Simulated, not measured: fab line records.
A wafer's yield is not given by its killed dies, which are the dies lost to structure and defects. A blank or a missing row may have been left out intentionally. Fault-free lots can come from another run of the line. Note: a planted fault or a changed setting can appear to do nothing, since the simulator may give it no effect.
fab line records	flow n5_finfet
record lots=10	wafers=30	last_day=17
route steps=1938 shown HKMG_FIN@430 BEOL_M4@1111 PASSIVATION@1936
lots with no fault: from the same line, run without faults
start_h: the number of hours between the record's first day and the start of the first shown wafer of the lot	wait_h: hours elapsed since this lot's preceding step	" as in the row above	L1.1+2: a single row standing in for several wafers	- value missing, or start not given	* or withheld: withheld	< > ~ a bound
route shown NAME@n: NAME is a module with steps in the file, n the number in the route of the first one	usual: mean/standard deviation taken from wafers without a fault	same: alike in all rows	chamber/n: place in a boat	sites: readings site by site	_std_site: standard deviation across them	_edge_site: inner sites' mean taken away from outer sites' mean	radius_mm: for every site, how far away it sits from the centre of the wafer	mask NAME#n: copy n	behind: tool/chamber where the wafer was last shaped	hold: reason for holding the lot/hours on hold/outcome of the hold	device: the transistor (n, p or np) that didn't switch	end of line: the route-end tests of the same wafers	step lacking rows: just its recipe	killed: count of dies lost to structure and defects at first sort (not the wafer's yield)	map: shows each die of a wafer: x if killed, . if not, _ if none is there
set.NAME: the setting the step ran with; set.NAME@STEP: the setting that earlier step ran with	model.NAME: the simulator's own value behind a step, which no gauge read
one table for each step of the route and one row for each wafer, over a sample of lots
services: a tool's chamber out of use, with start hour (start_h, from the record's first day; less than 0 if before it), hours out, and reason
## steps
# step N5_HKMG_FIN_CD_MEAS_12
# recipe target_cd_nm=92.8	landing_energy_ev=500	detector=se_inlens
# usual cd_nm=92.5/0.53
lot.wafer	tool	chamber	start_h	wait_h	cd_nm
L273.3	cd_sem-03	0	91.35	-	92.4
L273.4	"	0	"	"	92.6
L273.6	"	0	"	"	93.2
L274.1	cd_sem-02	0	98.62	-	92.1
L274.2	"	0	"	"	92.7
L274.6	"	0	"	"	92.0
L275.3	cd_sem-03	0	101.59	-	92.0
L275.4	"	0	"	"	92.5
L275.5	"	0	"	"	92.8
L285.2	cd_sem-01	0	163.98	-	91.2
L285.3	"	0	"	"	92.1
L285.4	"	0	"	"	91.1
L286.2	cd_sem-02	0	167.17	-	93.3
L286.3	"	0	"	"	92.8
L286.4	"	0	"	"	92.8
L287.1	cd_sem-02	0	174.69	-	92.3
L287.3	"	0	"	"	92.2
L287.4	"	0	"	"	92.0
L288.3	cd_sem-03	0	177.35	-	92.1
L288.4	"	0	"	"	92.6
L288.5	"	0	"	"	92.2
L289.4	cd_sem-01	0	191.41	-	91.9
L289.5	"	0	"	"	91.8
L289.6	"	0	"	"	91.9
L290.1	cd_sem-02	0	193.70	-	92.3
L290.4	"	0	"	"	92.6
L290.5	"	0	"	"	92.1
L292.2	cd_sem-02	0	203.58	-	92.3
L292.3	"	0	"	"	92.4
L292.6	"	0	"	"	92.6
# step N5_HKMG_FIN_WET_ETCH_87
# recipe chemistry=SC1	target=TiN	mix=1:2:40	temp_c=50	time_s=154.2	target_depth_nm=4.7	dry=ipa_marangoni	rinse_time_s=30	rinse_temp_c=23
# usual bath_guard_temp_C=49.9/0.49	bath_heat_duty_pct=7.0/0.84
lot.wafer	tool	chamber	start_h	wait_h	bath_guard_temp_C	bath_heat_duty_pct
L273.3	wet_bench-02	7	93.84	0.1	49.7	7.0
L273.4	"	2	"	"	50.5	8.7
L273.6	"	4	"	"	48.6	7.9
L274.1	wet_bench-02	4	101.05	0.1	-	-
L274.2	"	6	"	"	-	-
L274.6	"	7	"	"	-	-
L275.3	wet_bench-05	3	103.39	0.1	-	-
L275.4	"	6	"	"	-	-
L275.5	"	1	"	"	-	-
L285.2	wet_bench-05	4	165.71	0.1	49.7	6.7
L285.3	"	3	"	"	49.7	6.5
L285.4	"	0	"	"	49.9	6.6
L286.2	wet_bench-01	1	168.73	0.1	50.6	7.0
L286.3	"	4	"	"	50.8	6.3
L286.4	"	3	"	"	50.4	6.3
L287.1	wet_bench-05	3	176.26	0.1	50.0	7.2
L287.3	"	0	"	"	49.8	7.1
L287.4	"	5	"	"	49.7	5.5
L288.3	wet_bench-02	4	178.92	0.1	49.0	8.0
L288.4	"	3	"	"	49.1	8.1
L288.5	"	5	"	"	49.8	6.7
L289.4	wet_bench-02	6	192.97	0.1	49.8	7.0
L289.5	"	5	"	"	50.0	6.7
L289.6	"	3	"	"	49.6	7.6
L290.1	wet_bench-02	4	195.27	0.1	49.1	8.1
L290.4	"	3	"	"	49.4	7.3
L290.5	"	7	"	"	49.9	6.8
L292.2	wet_bench-01	2	205.59	0.1	50.5	6.3
L292.3	"	6	"	"	49.7	8.8
L292.6	"	7	"	"	49.2	6.3
# step N5_HKMG_FIN_STRIP_90
# recipe chemistry=N2/H2	material=SOC	time_s=20	power_w=500	temp_c=40	pressure_mtorr=50	rf_frequency_hz=6e+07	bias_power_w=8	h2_frac=0.5	n2_flow_sccm=300	h2_flow_sccm=300
# usual drypump_motor_current_A=5.8/0.47	oes_product_au=0.77/0.082	rf_vpp_V=54.3/0.81	showerhead_plenum_p_Torr=3.46/0.066	throttle_valve_pct=19.0/0.3
lot.wafer	tool	chamber	start_h	wait_h	drypump_motor_current_A	oes_product_au	rf_hours_counter_h	rf_vpp_V	showerhead_plenum_p_Torr	throttle_valve_pct
L273.3	rie_diel-03	0	95.00	0.0	5.9	0.93	12	54.7	3.57	18.8
L273.4	"	3	"	"	5.2	0.72	161	55.3	3.50	19.2
L273.6	"	2	"	"	5.3	0.71	-	54.0	3.50	19.1
L274.1	rie_diel-01	0	102.24	0.0	6.4	0.76	152	54.2	3.48	18.9
L274.2	"	1	"	"	5.7	0.82	79	53.7	3.57	19.1
L274.6	"	0	"	"	6.4	0.77	-	54.4	3.48	18.9
L275.3	rie_diel-03	3	104.45	0.0	5.2	0.71	166	54.1	3.50	19.2
L275.4	"	2	"	"	5.3	0.72	192	53.4	3.49	19.1
L275.5	"	0	"	"	5.9	0.92	-	54.0	3.57	18.8
L285.2	rie_diel-05	3	166.71	0.0	5.7	0.67	237	54.3	3.33	19.9
L285.3	"	1	"	"	5.1	0.78	135	53.5	3.34	18.9
L285.4	"	0	"	"	6.5	0.71	197	54.7	3.46	19.0
L286.2	rie_diel-03	3	169.71	0.0	5.2	0.70	197	54.4	3.48	19.2
L286.3	"	2	"	"	5.3	0.69	223	55.3	3.48	19.1
L286.4	"	0	"	"	5.9	0.89	30	55.4	3.56	18.8
L287.1	rie_diel-05	1	177.23	0.0	5.1	0.77	138	53.6	3.34	18.9
L287.3	"	2	"	"	5.9	0.69	243	54.1	3.45	19.3
L287.4	"	3	"	"	5.7	0.67	240	53.3	3.33	19.9
L288.3	rie_diel-01	2	179.91	0.0	5.2	0.97	2	53.5	3.42	18.9
L288.4	"	0	"	"	6.4	0.73	183	55.5	3.46	18.9
L288.5	"	1	"	"	5.7	0.79	-	54.7	3.55	19.1
L289.4	rie_diel-03	3	193.95	0.0	5.3	0.69	204	54.5	3.48	19.2
L289.5	"	1	"	"	5.3	0.85	-	53.6	3.40	18.7
L289.6	"	2	"	"	5.3	0.68	-	53.0	3.47	19.1
L290.1	rie_diel-01	1	196.34	0.0	5.7	0.77	116	54.1	3.55	19.2
L290.4	"	0	"	"	6.4	0.74	190	53.9	3.46	18.9
L290.5	"	3	"	"	6.3	0.72	-	53.6	3.44	18.7
L292.2	rie_diel-05	3	206.56	0.0	5.7	0.67	248	54.1	3.32	19.9
L292.3	"	0	"	"	6.5	0.70	209	53.2	3.46	19.0
L292.6	"	1	"	"	5.1	0.77	-	54.6	3.34	18.9
# step N5_HKMG_FIN_ETCHBACK_68
# recipe chemistry=Cl2/Ar	stop_on=HfO2	target_depth_a=5	pressure_mtorr=10	icp_w=600	bias_w=60	Cl2_flow_sccm=40	Ar_flow_sccm=60
# usual drypump_motor_current_A=6.0/0.45	oes_product_au=0.75/0.076	throttle_valve_pct=20.93/0.3
lot.wafer	tool	chamber	start_h	wait_h	drypump_motor_current_A	oes_product_au	rf_hours_counter_h	throttle_valve_pct
L273.3	rie_metal-03	0	95.20	0.1	6.6	0.73	-	21.19
L273.4	"	1	"	"	5.5	0.82	-	20.75
L273.6	"	1	"	"	5.5	0.69	-	20.93
L274.1	rie_metal-01	1	102.39	0.0	6.0	0.69	70	21.17
L274.2	"	0	"	"	5.8	0.65	92	21.38
L274.6	"	1	"	"	6.0	0.69	-	21.18
L275.3	rie_metal-02	1	104.69	0.1	5.7	0.89	-	20.68
L275.4	"	0	"	"	6.5	0.73	-	20.51
L275.5	"	1	"	"	5.7	0.89	-	20.71
L285.2	rie_metal-03	0	166.86	0.0	6.6	0.71	64	21.20
L285.3	"	0	"	"	6.6	0.71	-	21.21
L285.4	"	1	"	"	5.5	0.81	-	20.78
L286.2	rie_metal-03	0	169.87	0.0	6.6	0.72	64	21.19
L286.3	"	1	"	"	5.5	0.81	-	20.77
L286.4	"	0	"	"	6.5	0.71	-	21.18
L287.1	rie_metal-02	0	177.44	0.0	6.5	0.71	71	20.53
L287.3	"	1	"	"	5.7	0.85	-	20.69
L287.4	"	0	"	"	6.5	0.71	-	20.51
L288.3	rie_metal-01	1	180.11	0.1	6.1	0.68	-	21.20
L288.4	"	0	"	"	5.8	0.62	-	21.40
L288.5	"	0	"	"	5.8	0.63	-	21.41
L289.4	rie_metal-02	0	194.15	0.1	6.5	0.70	-	20.53
L289.5	"	0	"	"	6.5	0.71	-	20.53
L289.6	"	1	"	"	5.7	0.85	-	20.71
L290.1	rie_metal-02	0	196.50	0.0	6.5	0.70	72	20.53
L290.4	"	0	"	"	6.5	0.71	-	20.53
L290.5	"	1	"	"	5.7	0.85	-	20.70
L292.2	rie_metal-03	1	206.74	0.0	5.4	0.80	32	20.79
L292.3	"	0	"	"	6.6	0.71	-	21.21
L292.6	"	0	"	"	6.6	0.71	-	21.20
# step N5_BEOL_M4_RC_MEAS_101
# usual DIBL_N=37.0/1.7	DIBL_P=36.7/2	IOFF_N=0.17/0.035	IOFF_P=0.22/0.035	ION_N=672/12	ION_P=461/7.5	SS_N=71.6/0.67	SS_P=73.4/0.64	VT_N=250/3.5	VT_P=-250/3.5
lot.wafer	tool	chamber	start_h	wait_h	DIBL_N[mV/V]	DIBL_P[mV/V]	IOFF_N[nA/um]	IOFF_P[nA/um]	ION_N[uA/um]	ION_P[uA/um]	SS_N[mV/dec]	SS_P[mV/dec]	VT_N[mV]	VT_P[mV]
L273.3	prober-01	0	176.08	0.3	38.7	41.7	0.22	0.27	674	463	72.6	75.0	248	-248
L273.4	"	0	"	"	37.0	39.1	0.16	0.20	664	454	73.0	73.4	254	-251
L273.6	"	0	"	"	35.7	36.9	0.14	0.18	645	445	72.5	73.1	256	-253
L285.2	prober-02	0	247.66	0.2	34.9	35.6	0.14	0.21	669	461	70.5	73.5	251	-250
L285.3	"	0	"	"	34.1	33.8	0.11	0.17	648	449	70.7	73.0	256	-253
L285.4	"	0	"	"	34.5	35.1	0.13	0.20	661	462	70.4	73.3	252	-249
L286.2	prober-02	0	250.05	0.2	37.9	37.6	0.20	0.24	662	461	72.1	73.2	247	-247
L286.3	"	0	"	"	37.5	37.4	0.17	0.24	668	462	71.8	73.2	249	-250
L286.4	"	0	"	"	35.4	35.6	0.14	0.21	665	464	71.1	73.1	251	-249
L287.1	prober-02	0	257.08	0.0	36.5	36.5	0.17	0.24	683	469	71.2	73.5	249	-243
L287.3	"	0	"	"	37.1	36.3	0.16	0.23	679	467	70.8	72.1	248	-248
L287.4	"	0	"	"	41.1	40.7	0.27	0.32	688	470	72.2	74.2	241	-242
L288.3	prober-02	0	261.93	0.3	40.4	40.5	0.25	0.31	683	471	73.2	74.2	244	-245
L288.4	"	0	"	"	37.3	37.0	0.17	0.24	676	465	71.6	73.6	245	-248
L288.5	"	0	"	"	37.1	36.6	0.18	0.23	690	467	71.2	73.9	246	-247
L290.1	prober-01	0	296.65	0.0	39.6	42.4	0.21	0.29	678	466	72.8	73.9	247	-248
L290.4	"	0	"	"	37.1	39.0	0.16	0.22	670	467	71.3	73.5	250	-248
L290.5	"	0	"	"	37.6	39.3	0.15	0.22	666	452	72.0	73.6	251	-249
L289.4	prober-02	0	297.76	0.5	39.9	39.9	0.24	0.27	683	455	72.4	74.1	244	-247
L289.5	"	0	"	"	38.7	39.0	0.21	0.25	677	454	71.9	74.2	246	-249
L289.6	"	0	"	"	39.5	38.5	0.21	0.24	681	461	71.9	73.4	247	-253
L292.2	prober-02	0	302.36	0.2	36.6	36.8	0.13	0.17	658	447	71.6	73.4	256	-257
L292.3	"	0	"	"	39.4	40.1	0.18	0.21	662	452	72.6	73.8	249	-251
L292.6	"	0	"	"	38.0	38.7	0.15	0.19	664	454	71.6	74.3	253	-254
# step N5_PASSIVATION_PROBE_49
# usual defect_limited_yield=91.1/1.3	killed_at_M0_to_M3=35/11	killed_at_M4_up=13/5.4	killed_at_contacts=14/6.5	killed_at_front_end=41/11	killed_at_other=4/3.1	killed_dies=106/15	killed_on_rim=14/3.7	killed_open=69/12	killed_short=35/7	sort_bin_4_leakage=0.01/0.078	sort_bin_5_function=5.2/0.86	sort_bin_6_memory=3.4/0.64	sort_n_pass=1074/15	sort_yield_pct=91.0/1.3
# same gross_dies=1180	killed_at_back_side=0	sort_bin_8_speed[%]=0
lot.wafer	tool	chamber	start_h	wait_h	defect_limited_yield[%]	killed_at_M0_to_M3	killed_at_M4_up	killed_at_contacts	killed_at_front_end	killed_at_other	killed_dies	killed_on_rim	killed_open	killed_short	sort_bin_4_leakage[%]	sort_bin_5_function[%]	sort_bin_6_memory[%]	sort_n_pass	sort_yield_pct[%]
L274.1	prober-01	-	291.46	0.0	0	23	18	19	1119	1	1180	152	82	40	0	96.4	3.4	0	0
L274.2	prober-01	-	291.51	0.1	0	38	7	18	1113	4	1180	152	60	39	0	96.2	3.1	0	0
L274.6	prober-01	-	291.71	0.3	0	27	14	7	1124	8	1180	152	63	31	0	97.6	2.1	0	0
L275.3	prober-02	-	293.54	0.1	0	25	10	8	1133	4	1180	152	57	28	0	97.4	2.5	0	0
L275.4	prober-02	-	293.59	0.2	0	39	17	18	1100	6	1180	152	65	41	0	95.6	3.9	0	0
L275.5	prober-02	-	293.64	0.2	0	43	15	9	1107	6	1180	152	71	42	0	96.2	3.6	0	0
L285.2	prober-02	-	337.40	0.1	91.4	43	10	19	25	4	101	13	72	28	0	5.0	3.3	1079	91.4
L285.3	prober-02	-	337.45	0.1	89.9	59	7	15	36	2	119	14	79	39	0	6.0	3.9	1061	89.9
L285.4	prober-02	-	337.50	0.2	89.2	36	11	22	55	4	128	18	76	51	0	6.4	4.0	1052	89.2
L287.1	prober-02	-	351.56	0.0	91.7	24	15	20	27	12	98	13	71	26	0	4.9	3.1	1082	91.7
L287.3	prober-02	-	351.66	0.1	91.0	37	22	19	20	8	106	9	72	32	0	5.1	3.4	1074	91.0
L287.4	prober-02	-	351.71	0.2	88.6	51	27	12	42	3	135	17	85	45	0	6.9	4.0	1045	88.6
L288.3	prober-02	-	353.33	0.1	91.7	31	18	11	37	1	98	8	73	25	0.08	5.0	3.1	1081	91.6
L288.4	prober-02	-	353.38	0.2	91.5	40	9	7	40	4	100	13	75	24	0	5.0	3.5	1080	91.5
L288.5	prober-02	-	353.43	0.2	90.8	29	15	10	53	1	108	13	67	39	0	4.9	3.6	1072	90.8
# killed by level:class
L274.1 HKMG_FIN:area_etch=1058 FIN_SAQP:geometric_particle:open=21 FIN_SAQP:geometric_particle:short=16 BEOL_M4:geometric_particle:open=13 MOL_CONTACT_COAG:geometric_particle:open=12 STI_FIN_REVEAL:geometric_particle:open=8 MOL_CONTACT_COAG:geometric_particle:short=7 DUMMY_GATE:geometric_particle:open=5
L274.2 HKMG_FIN:area_etch=1080 MOL_CONTACT_COAG:geometric_particle:open=13 BEOL_M1:geometric_particle:open=13 BEOL_M0_SAQP:geometric_particle:short=8 MOL_CONTACT_COAG:geometric_particle:short=5 FIN_SAQP:geometric_particle:short=5 GATE_CUT:geometric_particle:short=5 BEOL_M0_SAQP:geometric_particle:open=5
L274.6 HKMG_FIN:area_etch=1084 BEOL_M0_SAQP:geometric_particle:open=11 BEOL_M4:geometric_particle:open=8 FIN_SAQP:geometric_particle:short=6 DUMMY_GATE:geometric_particle:open=6 MOL_CONTACT_COAG:geometric_particle:open=6 STI_FIN_REVEAL:geometric_particle:open=5 GATE_CUT:geometric_particle:short=5
L275.3 HKMG_FIN:area_etch=1094 FIN_SAQP:geometric_particle:short=10 STI_FIN_REVEAL:geometric_particle:open=9 FIN_SAQP:geometric_particle:open=8 BEOL_M0_SAQP:geometric_particle:short=7 MOL_CONTACT_COAG:geometric_particle:open=6 BEOL_M0_SAQP:geometric_particle:open=5 BEOL_M2:geometric_particle:open=5
L275.4 HKMG_FIN:area_etch=1074 MOL_CONTACT_COAG:geometric_particle:open=14 FIN_SAQP:geometric_particle:short=8 BEOL_M5:geometric_particle:open=8 BEOL_M2:geometric_particle:open=7 BEOL_M0_SAQP:geometric_particle:short=6 BEOL_M3:geometric_particle:short=6 BEOL_M0:geometric_particle:open=5
L275.5 HKMG_FIN:area_etch=1066 FIN_SAQP:geometric_particle:open=12 BEOL_M0_SAQP:geometric_particle:short=12 BEOL_M2:geometric_particle:open=10 GATE_CUT:geometric_particle:short=8 BEOL_M0:geometric_particle:open=7 BEOL_M4:geometric_particle:open=7 BEOL_M0_SAQP:geometric_particle:open=6
L285.2 MOL_CONTACT_COAG:geometric_particle:open=15 BEOL_M2:geometric_particle:open=10 BEOL_M0_SAQP:geometric_particle:open=9 BEOL_M3:geometric_particle:open=7 BEOL_M3:geometric_particle:short=6 FIN_SAQP:geometric_particle:open=5 DUMMY_GATE:geometric_particle:open=5 STI_FIN_REVEAL:geometric_particle:open=4
L285.3 BEOL_M0_SAQP:geometric_particle:open=16 BEOL_M0_SAQP:geometric_particle:short=13 BEOL_M2:geometric_particle:open=13 STI_FIN_REVEAL:geometric_particle:open=9 MOL_CONTACT_COAG:geometric_particle:open=9 BEOL_M3:geometric_particle:open=7 MOL_CONTACT_COAG:geometric_particle:short=6 FIN_SAQP:geometric_particle:short=5
L285.4 MOL_CONTACT_COAG:geometric_particle:open=15 BEOL_M0_SAQP:geometric_particle:short=14 STI_FIN_REVEAL:geometric_particle:open=12 FIN_SAQP:geometric_particle:short=11 ILD0:geometric_particle:short=7 MOL_CONTACT_COAG:geometric_particle:short=7 BEOL_M0_SAQP:geometric_particle:open=7 BEOL_M3:geometric_particle:open=6
L287.1 MOL_CONTACT_COAG:geometric_particle:open=16 MIM_TOP:geometric_particle:open=7 FIN_SAQP:geometric_particle:open=6 FIN_SAQP:geometric_particle:short=6 BEOL_M2:geometric_particle:open=6 BEOL_M4:geometric_particle:open=6 BEOL_M1:geometric_particle:open=5 BEOL_M3:geometric_particle:open=5
L287.3 MOL_CONTACT_COAG:geometric_particle:open=16 BEOL_M4:geometric_particle:open=11 BEOL_M0_SAQP:geometric_particle:open=8 BEOL_M3:geometric_particle:open=7 BEOL_M0_SAQP:geometric_particle:short=5 BEOL_M0:geometric_particle:open=5 STARTING-WAFER:geometric_particle:open=5 BEOL_M3:geometric_particle:short=4
L287.4 BEOL_M4:geometric_particle:open=11 MOL_CONTACT_COAG:geometric_particle:open=10 BEOL_M3:geometric_particle:open=10 STI_FIN_REVEAL:geometric_particle:open=9 BEOL_M0_SAQP:geometric_particle:short=8 BEOL_M2:geometric_particle:open=7 STARTING-WAFER:geometric_particle:short=7 BEOL_M0:geometric_particle:open=6
L288.3 FIN_SAQP:geometric_particle:open=12 MOL_CONTACT_COAG:geometric_particle:open=8 FIN_SAQP:geometric_particle:short=7 STI_FIN_REVEAL:geometric_particle:open=7 BEOL_M3:geometric_particle:open=6 BEOL_M4:geometric_particle:open=6 BEOL_M0_SAQP:geometric_particle:open=5 BEOL_M1:geometric_particle:open=5
L288.4 STI_FIN_REVEAL:geometric_particle:open=11 FIN_SAQP:geometric_particle:open=10 BEOL_M1:geometric_particle:open=10 BEOL_M0:geometric_particle:open=9 BEOL_M3:geometric_particle:open=8 FIN_SAQP:geometric_particle:short=7 MOL_CONTACT_COAG:geometric_particle:open=6 BEOL_M0_SAQP:geometric_particle:open=5
L288.5 STI_FIN_REVEAL:geometric_particle:open=17 MOL_CONTACT_COAG:geometric_particle:open=7 BEOL_M4:geometric_particle:open=7 STARTING-WAFER:geometric_particle:short=7 BEOL_M0_SAQP:geometric_particle:short=6 BEOL_M0_SAQP:geometric_particle:open=6 FIN_SAQP:geometric_particle:short=5 STI_FIN_REVEAL:geometric_particle:short=5
## services
tool	chamber	start_h	hours	kind
rie_diel-01	-	70.05	2.8	pm
rie_diel-03	1	72.51	-	clean
rie_diel-03	1	72.51	-	consumable_replace:focus_ring
rie_diel-03	1	72.51	12.8	scheduled_down
rie_diel-03	1	72.51	12.8	vent_cycle
rie_diel-05	1	96.03	9.1	repair
rie_diel-01	2	108.98	7.7	repair
rie_diel-03	0	131.31	33.0	repair
rie_diel-03	1	139.08	7.7	repair
rie_diel-01	2	153.55	-	clean
rie_diel-01	2	153.55	-	consumable_replace:esc
rie_diel-01	2	153.55	-	consumable_replace:focus_ring
rie_diel-01	2	153.55	23.5	scheduled_down
rie_diel-01	2	153.55	23.5	vent_cycle
rie_diel-05	-	156.32	4.3	pm
rie_diel-01	1	182.08	1.6	repair
rie_metal-01	1	182.26	8.9	repair
wet_bench-02	-	182.83	1.3	repair
rie_diel-05	2	202.05	-	clean
rie_diel-05	2	202.05	-	consumable_replace:focus_ring
rie_diel-05	2	202.05	14.4	scheduled_down
rie_diel-05	2	202.05	14.4	vent_cycle
## key
first_sign step=N5_HKMG_FIN_WET_ETCH_87	reading=tool_record	direction=missing
effect step=N5_PASSIVATION_PROBE_49	reading=sort_bin_5_function	direction=up	sigmas=99+	usual=5.2	struck=96.6
more_kills_born_at N5_HKMG_FIN_WET_ETCH_87@wet_bench-05=3234	N5_HKMG_FIN_WET_ETCH_87@wet_bench-02=3222
met_at N5_HKMG_FIN_WET_ETCH_87
struck_lots L274,L275
later_rows_left_out L274.1,L274.2,L274.6,L275.3,L275.4,L275.5
not_acting_at N5_HKMG_FIN_CD_MEAS_12,N5_HKMG_FIN_STRIP_90,N5_HKMG_FIN_ETCHBACK_68
onset_between 93.84 101.05
fault kind=skipped_step_whole	tool=wet_bench-02,wet_bench-05	chamber=-	onset_h=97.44	steps=N5_HKMG_FIN_WET_ETCH_87	scope=struck_lots_only
# later_rows_left_out: the simulator's readings of these wafers behind a module that went badly wrong aren't trusted and aren't shown, but for the sort
